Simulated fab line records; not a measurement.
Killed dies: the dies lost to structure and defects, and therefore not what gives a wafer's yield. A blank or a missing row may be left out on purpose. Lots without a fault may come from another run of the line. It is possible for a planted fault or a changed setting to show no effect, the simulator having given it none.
fab line records	flow nand-harc	part 1 of 2: steps 1 to 4 of 6
record lots=19	wafers=57	last-day=34
route steps=1302 shown A_CHANNEL_FILL_D2@620 A_STAIRCASE@652
lots with no fault: from the same line, run without faults
start-h: hours from the record's opening day to when the first of the lot's shown wafers began	wait-h: how many hours have passed since the lot's step before this one	" as in the row above	L1.1+2: a single row standing in for several wafers	- no value present, or no start provided	* or withheld: withheld	< > ~ a bound
route shown NAME@n: NAME is a module with steps in the file, n the number in the route of the first one	usual: mean/standard deviation taken from wafers without a fault	same: alike in all rows	chamber/n: place in a boat	sites: per-site readings	_std_site: standard deviation of those values	_edge_site: inner sites' mean taken away from outer sites' mean	radius-mm: how far each site lies from the wafer's centre	mask NAME#n: copy n	behind: the most recent tool/chamber to have shaped the wafer	hold: why the lot was held/for how many hours/how that ended	device: names the non-switching transistor (n, p or np)	end of line: the same wafers' tests at the end of the route	a step given without rows: its recipe and nothing more	killed: dies that structure and defects cost at the first sort, which is not the same as the wafer's yield	map: the dies of a wafer, with x for killed, . for not killed, _ for no die there
set.NAME: the setting the step ran with; set.NAME@STEP: the setting that earlier step ran with	model.NAME: the simulator's own value behind a step, which no gauge read
one table for each step of the route and one row for each wafer, over a sample of lots
services: when a tool's chamber went out of use (start-h, in hours from the record's first day, below 0 if earlier), for how many hours, and the reason
## steps
# step NHARC_A_CHANNEL_FILL_D2_ETCHBACK_20
# recipe target-depth-a=270	time-s=13.5	c4f8-flow-sccm=withheld	o2-flow-sccm=8	ar-flow-sccm=withheld	rf-w=600	bias-w=1500	chemistry=C4F8/O2/Ar
# usual oes-product-au=0.990/0.026	rf-vpp-V=979/4.5
# same time-s=13.5
lot.wafer	tool	chamber	start-h	wait-h	oes-product-au	rf-hours-counter-h	rf-vpp-V
L074.2	rie-diel-05	1	335.30	-	1.002	3	983
L074.4	"	2	"	"	1.017	3	988
L074.1	"	3	"	"	1.001	3	976
L075.3	rie-diel-05	1	347.64	-	1.002	4	983
L075.5	"	0	"	"	0.998	-	984
L075.6	"	1	"	"	0.995	-	985
L076.4	rie-diel-07	2	347.64	-	0.987	0	977
L076.6	"	1	"	"	0.996	-	973
L076.5	"	2	"	"	0.988	-	980
L077.1	rie-diel-07	2	354.75	-	0.936	0	980
L077.2	"	0	"	"	0.983	0	974
L077.3	"	1	"	"	0.963	0	973
L079.2	rie-diel-07	1	385.12	-	0.985	1	975
L079.5	"	2	"	"	0.975	-	980
L079.6	"	3	"	"	0.986	-	980
L080.4	rie-diel-08	2	407.49	-	1.001	7	976
L080.3	"	0	"	"	1.020	7	975
L080.5	"	1	"	"	1.001	-	974
L084.2	rie-diel-05	3	425.46	-	0.999	1	977
L084.5	"	1	"	"	1.004	-	984
L084.6	"	0	"	"	1.007	-	983
L082.1	rie-diel-05	3	425.53	-	1.001	1	976
L082.4	"	1	"	"	1.009	-	981
L082.5	"	3	"	"	1.006	-	976
L083.3	rie-diel-05	3	429.08	-	1.005	1	979
L083.2	"	0	"	"	1.004	1	984
L083.4	"	2	"	"	1.008	0	986
L086.1	rie-diel-08	0	443.79	-	1.020	13	975
L086.2	"	1	"	"	0.989	9	975
L086.5	"	1	"	"	1.008	-	975
L085.2	rie-diel-07	2	443.80	-	0.984	3	979
L085.1	"	3	"	"	1.009	3	982
L085.4	"	0	"	"	0.991	2	972
L087.1	rie-diel-07	2	451.15	-	0.925	3	980
L087.4	"	1	"	"	0.940	3	975
L087.6	"	3	"	"	0.961	-	979
L088.4	rie-diel-07	1	486.41	-	0.998	-	972
L088.5	"	3	"	"	1.000	-	980
L088.6	"	0	"	"	1.001	-	974
L090.2	rie-diel-05	0	492.31	-	0.975	2	984
L090.1	"	3	"	"	0.983	2	976
L090.6	"	0	"	"	0.987	-	985
L092.1	rie-diel-07	3	505.96	-	0.926	1	980
L092.5	"	3	"	"	0.919	-	979
L092.4	"	1	"	"	0.928	-	972
L093.2	rie-diel-07	3	528.16	-	0.993	1	981
L093.4	"	0	"	"	1.001	1	973
L093.3	"	1	"	"	1.007	1	975
L094.3	rie-diel-05	3	533.75	-	1.005	3	976
L094.2	"	0	"	"	1.009	4	984
L094.5	"	0	"	"	1.022	-	983
L096.2	rie-diel-05	3	542.38	-	0.919	3	977
L096.4	"	2	"	"	0.931	4	988
L096.5	"	0	"	"	0.930	-	984
L097.1	rie-diel-05	0	551.99	-	1.018	4	985
L097.4	"	1	"	"	0.997	5	985
L097.3	"	3	"	"	1.011	4	976
# step NHARC_A_STAIRCASE_ETCH_170
# recipe target-depth-a=2000	time-s=66.667	ion-energy-ev=250	c4f6-flow-sccm=25	o2-flow-sccm=20	ar-flow-sccm=500	rf-w=600	bias-w=500	chemistry=C4F6/O2
# usual drypump-motor-current-A=5.6/0.44	mfc-ar-sccm=499.9/1.5	o2-flow-sccm=20.00/0.062	oes-product-au=0.972/0.014	rf-vpp-V=546/3.4	showerhead-plenum-p-Torr=3.87/0.16	throttle-valve-pct=26.904/0.0085
# same time-s=66.667
lot.wafer	tool	chamber	start-h	wait-h	drypump-motor-current-A	mfc-ar-sccm	o2-flow-sccm	oes-product-au	rf-hours-counter-h	rf-vpp-V	showerhead-plenum-p-Torr	throttle-valve-pct
L074.4	rie-diel-02	3	-	-	5.2	498.3	20.01	0.995	45	546	3.84	26.908
L074.2	"	1	"	"	6.2	501.8	20.08	0.953	46	553	4.20	26.900
L074.1	"	2	"	"	4.9	500.8	20.01	0.966	47	547	3.91	26.899
L075.3	rie-diel-11	0	-	-	6.4	500.0	19.98	0.965	33	544	3.84	26.895
L075.5	"	2	"	"	5.3	499.9	20.04	0.991	-	543	3.79	26.909
L075.6	"	3	"	"	5.8	498.1	19.95	0.984	-	543	3.76	26.908
L076.4	rie-diel-11	2	-	-	5.3	500.7	20.06	0.960	41	543	3.79	26.901
L076.6	"	2	"	"	5.3	498.8	20.00	0.954	-	544	3.79	26.910
L076.5	"	3	"	"	5.8	500.1	20.03	0.957	-	544	3.76	26.899
L077.1	rie-diel-02	0	-	-	5.3	498.1	20.00	0.965	51	548	3.96	26.902
L077.3	"	2	"	"	4.9	501.2	19.98	0.975	50	548	3.91	26.906
L077.2	"	3	"	"	5.2	497.4	19.99	0.963	51	545	3.83	26.904
L079.2	rie-diel-11	0	-	-	6.4	499.6	20.15	0.933	47	545	3.84	26.894
L079.5	"	3	"	"	5.9	500.0	20.06	0.940	-	544	3.75	26.892
L079.6	"	0	"	"	6.4	499.7	20.03	0.935	-	545	3.84	26.893
L080.3	rie-diel-02	3	-	-	5.2	501.8	20.05	0.974	5	546	3.83	26.905
L080.4	"	0	"	"	5.2	500.2	19.95	0.974	5	547	3.96	26.912
L080.5	"	3	"	"	5.3	500.8	20.00	0.980	-	546	3.83	26.917
L084.2	rie-diel-02	1	-	-	6.2	503.9	20.00	0.972	10	554	4.19	26.891
L084.5	"	2	"	"	5.0	497.2	20.02	0.985	-	547	3.90	26.882
L084.6	"	3	"	"	5.2	499.4	20.00	0.984	-	545	3.82	26.910
L082.1	rie-diel-02	2	-	-	5.0	498.4	19.88	0.988	12	547	3.90	26.916
L082.4	"	0	"	"	5.2	500.6	20.04	0.989	11	548	3.95	26.909
L082.5	"	1	"	"	6.2	501.2	20.03	0.964	-	551	4.19	26.897
L083.3	rie-diel-11	3	-	-	5.9	503.8	19.99	0.973	6	543	3.74	26.902
L083.2	"	1	"	"	5.6	502.4	19.93	0.987	6	542	3.66	26.916
L083.4	"	2	"	"	5.3	496.7	20.11	0.971	-	543	3.77	26.914
L085.2	rie-diel-02	1	-	-	6.2	500.7	20.04	0.963	20	551	4.18	26.908
L085.4	"	2	"	"	5.0	502.8	20.04	0.969	19	547	3.90	26.899
L085.1	"	3	"	"	5.3	500.6	19.87	0.977	18	545	3.82	26.908
L086.2	rie-diel-11	2	-	-	5.3	498.2	20.03	0.976	11	544	3.77	26.905
L086.1	"	3	"	"	5.9	498.7	19.97	0.988	12	544	3.74	26.919
L086.5	"	1	"	"	5.6	497.2	19.99	0.982	-	541	3.66	26.911
L087.1	rie-diel-11	2	-	-	5.3	496.8	19.94	0.957	13	543	3.77	26.906
L087.4	"	3	"	"	5.9	500.3	20.03	0.966	13	544	3.74	26.893
L087.6	"	2	"	"	5.3	498.1	20.03	0.971	-	543	3.77	26.901
L088.4	rie-diel-02	3	-	-	5.2	500.1	20.06	0.990	32	546	3.81	26.913
L088.6	"	0	"	"	5.2	500.3	20.07	0.977	-	548	3.94	26.901
L088.5	"	1	"	"	6.2	500.7	20.03	0.960	-	552	4.17	26.902
L090.1	rie-diel-03	1	-	-	5.8	500.3	19.94	0.952	23	554	4.21	26.907
L090.2	"	0	"	"	6.1	499.4	20.04	0.956	20	548	3.92	26.905
L090.6	"	2	"	"	5.5	501.2	19.84	0.961	-	548	3.89	26.908
L092.4	rie-diel-03	0	-	-	6.1	500.8	19.93	0.974	24	547	3.91	26.911
L092.1	"	2	"	"	5.5	498.7	20.02	0.988	25	548	3.89	26.912
L092.5	"	1	"	"	5.8	501.0	19.95	0.976	-	554	4.21	26.895
L093.4	rie-diel-02	2	-	-	4.9	498.7	20.04	0.963	48	546	3.88	26.918
L093.2	"	0	"	"	5.2	497.2	20.03	0.956	52	547	3.93	26.914
L093.3	"	1	"	"	6.2	500.1	19.94	0.938	49	552	4.16	26.899
L094.2	rie-diel-03	0	-	-	6.1	494.6	19.95	0.957	34	547	3.91	26.908
L094.3	"	1	"	"	5.8	500.1	19.90	0.970	37	553	4.20	26.894
L094.5	"	1	"	"	5.8	498.9	19.96	0.973	-	553	4.20	26.905
L096.4	rie-diel-11	0	-	-	6.3	500.0	20.12	0.963	23	544	3.82	26.885
L096.2	"	2	"	"	5.3	498.5	20.03	0.981	38	544	3.76	26.909
L096.5	"	0	"	"	6.3	498.3	20.00	0.986	-	545	3.82	26.890
L097.4	rie-diel-11	1	-	-	5.6	503.2	20.00	0.992	47	540	3.64	26.893
L097.1	"	2	"	"	5.3	500.6	19.92	0.996	40	543	3.75	26.908
L097.3	"	3	"	"	5.9	501.6	20.14	0.985	42	544	3.72	26.903
# step NHARC_A_STAIRCASE_TRIM_12
# recipe time-s=211.2	o2-flow-sccm=500	ar-flow-sccm=0	bias-w=0	chemistry=O2
# usual drypump-motor-current-A=5.6/0.41	mfc-ar-sccm=0.010/0.013	o2-flow-sccm=500.2/1.4	oes-product-au=0.998/0.01	rf-vpp-V=57.6/0.92	showerhead-plenum-p-Torr=3.47/0.14	throttle-valve-pct=17.037/0.01
# same time-s=211.2
lot.wafer	tool	chamber	start-h	wait-h	drypump-motor-current-A	mfc-ar-sccm	o2-flow-sccm	oes-product-au	rf-hours-counter-h	rf-vpp-V	showerhead-plenum-p-Torr	throttle-valve-pct
L074.2	rie-diel-02	0	362.05	0.1	5.2	0	501.2	0.997	46	58.4	3.57	17.057
L074.1	"	1	"	"	6.2	0.024	500.1	0.988	46	58.0	3.78	17.041
L074.4	"	1	"	"	6.2	0.024	499.3	0.989	-	58.0	3.78	17.048
L075.3	rie-diel-11	3	374.38	0.1	5.9	0.021	499.3	1.000	35	57.6	3.38	17.030
L075.6	"	2	"	"	5.3	0.037	499.6	1.000	-	57.1	3.40	17.032
L075.5	"	3	"	"	5.9	0.021	498.5	0.992	-	57.0	3.38	17.028
L076.4	rie-diel-03	1	374.66	0.1	5.8	0	499.6	0.988	22	57.9	3.27	17.047
L076.5	"	1	"	"	5.8	0	500.5	0.992	-	58.3	3.27	17.042
L076.6	"	2	"	"	5.5	0	499.4	0.996	-	57.4	3.53	17.035
L077.1	rie-diel-11	1	381.44	0.1	5.6	0.005	499.5	1.016	40	55.9	3.30	17.046
L077.3	"	2	"	"	5.3	0.037	501.3	0.998	42	58.1	3.40	17.037
L077.2	"	3	"	"	5.8	0.021	500.1	0.999	36	58.8	3.37	17.040
L079.2	rie-diel-02	3	414.11	0.1	5.2	0	502.7	1.002	1	56.5	3.44	17.047
L079.5	"	3	"	"	5.2	0	500.0	1.008	-	56.6	3.44	17.031
L079.6	"	0	"	"	5.2	0	501.4	1.002	-	56.7	3.56	17.038
L080.3	rie-diel-02	2	436.24	0.1	5.0	0	502.5	0.997	6	57.9	3.51	17.039
L080.4	"	3	"	"	5.2	0	500.8	0.994	6	56.3	3.44	17.042
L080.5	"	0	"	"	5.2	0	500.2	1.005	-	57.7	3.56	17.039
L084.2	rie-diel-03	1	452.54	0.1	5.8	0	502.5	0.984	48	57.2	3.26	17.041
L084.5	"	1	"	"	5.8	0	500.3	0.994	-	58.3	3.26	17.042
L084.6	"	2	"	"	5.5	0	500.4	0.991	-	56.2	3.51	17.060
L082.1	rie-diel-11	1	452.79	0.1	5.6	0.005	499.0	1.004	5	56.5	3.29	17.023
L082.4	"	3	"	"	5.8	0.021	501.2	0.997	-	57.8	3.36	17.031
L082.5	"	2	"	"	5.3	0.037	500.9	1.010	-	57.4	3.39	17.017
L083.3	rie-diel-03	3	457.90	0.1	5.1	0.016	500.0	0.996	51	59.0	3.46	17.045
L083.4	"	0	"	"	6.1	0	498.8	0.971	54	58.4	3.53	17.025
L083.2	"	1	"	"	5.8	0	500.2	0.978	49	56.7	3.26	17.036
L085.2	rie-diel-11	2	471.81	0.1	5.3	0.037	503.5	1.004	11	59.0	3.39	17.051
L085.4	"	3	"	"	5.9	0.021	499.1	1.016	12	56.1	3.36	17.033
L085.1	"	1	"	"	5.6	0.005	501.1	1.021	11	57.8	3.28	17.034
L086.2	rie-diel-11	2	472.17	0.1	5.3	0.037	500.6	0.999	12	58.1	3.39	17.025
L086.1	"	0	"	"	6.3	0.002	499.5	0.997	5	56.0	3.44	17.033
L086.5	"	2	"	"	5.3	0.037	499.2	0.998	-	59.2	3.39	17.020
L087.1	rie-diel-03	3	477.90	0.1	5.1	0.016	501.7	0.983	4	58.1	3.45	17.025
L087.4	"	1	"	"	5.8	0	500.4	0.974	6	56.4	3.80	17.047
L087.6	"	2	"	"	5.5	0	502.0	0.982	-	59.1	3.51	17.020
L088.4	rie-diel-02	3	512.80	0.1	5.2	0	498.7	0.998	32	58.0	3.43	17.051
L088.5	"	2	"	"	5.0	0	501.8	0.993	-	57.2	3.50	17.032
L088.6	"	3	"	"	5.2	0	500.2	1.000	-	57.3	3.43	17.032
L090.1	rie-diel-02	0	524.66	0.1	5.2	0	500.3	1.008	41	58.3	3.54	17.042
L090.2	"	2	"	"	5.0	0	499.9	0.997	37	56.0	3.49	17.024
L090.6	"	3	"	"	5.2	0	498.8	0.999	-	56.4	3.42	17.046
L092.1	rie-diel-03	1	533.34	0.1	5.8	0	498.4	0.992	28	59.3	3.79	17.033
L092.4	"	3	"	"	5.1	0.016	498.5	0.999	24	57.2	3.44	17.046
L092.5	"	0	"	"	6.1	0	497.5	0.984	-	59.0	3.52	17.053
L093.3	rie-diel-02	0	555.47	0.1	5.2	0	502.0	0.997	53	57.6	3.53	17.021
L093.2	"	2	"	"	4.9	0	499.5	0.998	49	55.8	3.49	17.027
L093.4	"	3	"	"	5.3	0	501.4	0.992	52	58.7	3.42	17.031
L094.3	rie-diel-11	3	560.38	0.1	5.9	0.021	498.4	1.007	39	57.2	3.35	17.032
L094.2	"	2	"	"	5.3	0.037	499.5	1.003	36	57.9	3.37	17.037
L094.5	"	2	"	"	5.3	0.037	498.3	1.015	-	55.7	3.37	17.023
L096.4	rie-diel-03	2	568.93	0.1	5.5	0	499.3	1.005	37	58.7	3.49	17.026
L096.2	"	3	"	"	5.1	0.016	499.0	1.008	30	57.3	3.44	17.011
L096.5	"	2	"	"	5.5	0	500.6	1.009	-	57.6	3.49	17.036
L097.4	rie-diel-11	2	579.22	0.1	5.3	0.037	500.2	1.012	41	58.2	3.37	17.020
L097.3	"	0	"	"	6.3	0.002	499.0	1.004	27	57.2	3.43	17.029
L097.1	"	1	"	"	5.6	0.005	500.3	1.009	48	57.1	3.26	17.034
# step NHARC_A_STAIRCASE_TRIM_22
# recipe time-s=211.2	o2-flow-sccm=500	ar-flow-sccm=0	bias-w=0	chemistry=O2
# usual drypump-motor-current-A=5.5/0.43	mfc-ar-sccm=0.008/0.012	o2-flow-sccm=500.0/1.5	oes-product-au=0.996/0.0094	rf-vpp-V=57.8/0.85	showerhead-plenum-p-Torr=3.50/0.14	throttle-valve-pct=17.036/0.0083
# same time-s=211.2
lot.wafer	tool	chamber	start-h	wait-h	drypump-motor-current-A	mfc-ar-sccm	o2-flow-sccm	oes-product-au	rf-hours-counter-h	rf-vpp-V	showerhead-plenum-p-Torr	throttle-valve-pct
L074.1	rie-diel-02	1	-	-	6.2	0.024	502.3	0.992	47	58.3	3.78	17.037
L074.2	"	3	"	"	5.3	0	497.5	1.011	46	58.2	3.45	17.032
L074.4	"	1	"	"	6.2	0.024	501.0	0.988	-	59.0	3.78	17.046
L075.3	rie-diel-11	3	-	-	5.9	0.021	496.4	0.989	35	58.1	3.38	17.041
L075.5	"	3	"	"	5.9	0.021	499.8	0.985	-	57.5	3.38	17.045
L075.6	"	0	"	"	6.4	0.002	498.9	0.985	-	59.4	3.45	17.037
L076.4	rie-diel-03	3	-	-	5.1	0.016	503.2	1.003	22	58.1	3.47	17.035
L076.6	"	0	"	"	6.1	0	498.6	0.980	-	57.9	3.55	17.040
L076.5	"	1	"	"	5.8	0	500.4	0.982	-	57.7	3.27	17.050
L077.3	rie-diel-11	2	-	-	5.3	0.037	500.0	1.006	43	58.6	3.40	17.037
L077.1	"	0	"	"	6.3	0.002	498.3	0.986	34	58.6	3.45	17.041
L077.2	"	1	"	"	5.6	0.005	501.1	0.994	41	58.2	3.30	17.041
L079.2	rie-diel-03	2	-	-	5.5	0	500.5	0.976	35	57.2	3.52	17.025
L079.6	"	3	"	"	5.1	0.016	497.4	0.990	-	58.1	3.46	17.038
L079.5	"	0	"	"	6.1	0	499.9	0.978	-	57.0	3.54	17.051
L080.4	rie-diel-02	3	-	-	5.3	0	499.4	0.996	7	58.2	3.44	17.027
L080.3	"	1	"	"	6.2	0.024	499.0	0.996	6	59.4	3.77	17.059
L080.5	"	0	"	"	5.2	0	500.3	1.000	-	57.8	3.56	17.037
L084.2	rie-diel-03	0	-	-	6.1	0	499.0	0.971	53	57.7	3.53	17.045
L084.6	"	0	"	"	6.1	0	500.1	0.981	-	58.0	3.53	17.049
L084.5	"	1	"	"	5.8	0	499.1	0.977	-	57.3	3.26	17.038
L082.4	rie-diel-02	2	-	-	4.9	0	500.3	1.000	13	57.4	3.51	17.038
L082.1	"	3	"	"	5.3	0	499.3	1.007	13	57.5	3.44	17.038
L082.5	"	2	"	"	4.9	0	500.3	0.993	-	56.7	3.51	17.034
L083.3	rie-diel-11	3	-	-	5.9	0.021	501.2	1.005	8	58.5	3.36	17.022
L083.2	"	1	"	"	5.6	0.005	500.1	1.000	8	56.1	3.28	17.032
L083.4	"	2	"	"	5.3	0.037	498.3	0.999	8	59.9	3.39	17.045
L085.2	rie-diel-03	1	-	-	5.8	0	500.2	0.991	1	57.2	3.81	17.041
L085.1	"	2	"	"	5.5	0	501.6	0.990	1	56.0	3.51	17.035
L085.4	"	0	"	"	6.1	0	500.1	0.991	1	57.9	3.53	17.038
L086.2	rie-diel-11	2	-	-	5.3	0.037	499.2	1.007	12	58.3	3.39	17.026
L086.1	"	1	"	"	5.6	0.005	502.1	1.009	12	57.3	3.28	17.037
L086.5	"	3	"	"	5.9	0.021	499.4	0.997	-	57.6	3.36	17.036
L087.4	rie-diel-03	2	-	-	5.6	0	500.6	0.989	5	57.2	3.51	17.036
L087.1	"	3	"	"	5.1	0.016	500.0	0.993	5	57.6	3.45	17.032
L087.6	"	3	"	"	5.1	0.016	502.3	0.999	-	57.0	3.45	17.033
L088.4	rie-diel-02	2	-	-	4.9	0	500.1	0.991	33	58.3	3.50	17.038
L088.6	"	3	"	"	5.3	0	501.9	1.003	-	59.1	3.43	17.033
L088.5	"	0	"	"	5.2	0	498.8	0.994	-	57.2	3.54	17.039
L090.2	rie-diel-02	0	-	-	5.2	0	499.6	1.002	41	58.2	3.54	17.039
L090.1	"	2	"	"	4.9	0	498.3	0.995	37	58.1	3.49	17.025
L090.6	"	0	"	"	5.2	0	499.5	1.005	-	58.0	3.54	17.042
L092.4	rie-diel-02	1	-	-	6.2	0.024	500.7	0.984	44	58.5	3.75	17.032
L092.1	"	2	"	"	5.0	0	501.2	1.009	43	57.4	3.49	17.039
L092.5	"	1	"	"	6.2	0.024	501.4	0.986	-	57.8	3.75	17.042
L093.2	rie-diel-02	2	-	-	4.9	0	499.6	1.008	50	58.4	3.49	17.033
L093.4	"	3	"	"	5.3	0	497.4	1.000	53	58.6	3.42	17.019
L093.3	"	0	"	"	5.3	0	501.9	0.991	54	58.4	3.53	17.027
L094.3	rie-diel-03	1	-	-	5.8	0	498.6	0.998	37	57.0	3.79	17.042
L094.2	"	0	"	"	6.1	0	500.9	0.986	34	57.7	3.51	17.036
L094.5	"	2	"	"	5.5	0	497.9	0.996	-	59.3	3.49	17.034
L096.4	rie-diel-02	3	-	-	5.3	0	499.3	0.999	56	57.5	3.41	17.046
L096.2	"	1	"	"	6.2	0.024	500.0	0.988	53	58.3	3.75	17.016
L096.5	"	3	"	"	5.3	0	498.0	1.007	-	57.6	3.41	17.038
L097.4	rie-diel-02	3	-	-	5.2	0	503.0	0.998	0	58.1	3.41	17.040
L097.1	"	0	"	"	5.2	0	497.4	1.003	0	58.0	3.53	17.038
L097.3	"	1	"	"	6.2	0.024	501.0	0.983	0	58.5	3.75	17.038
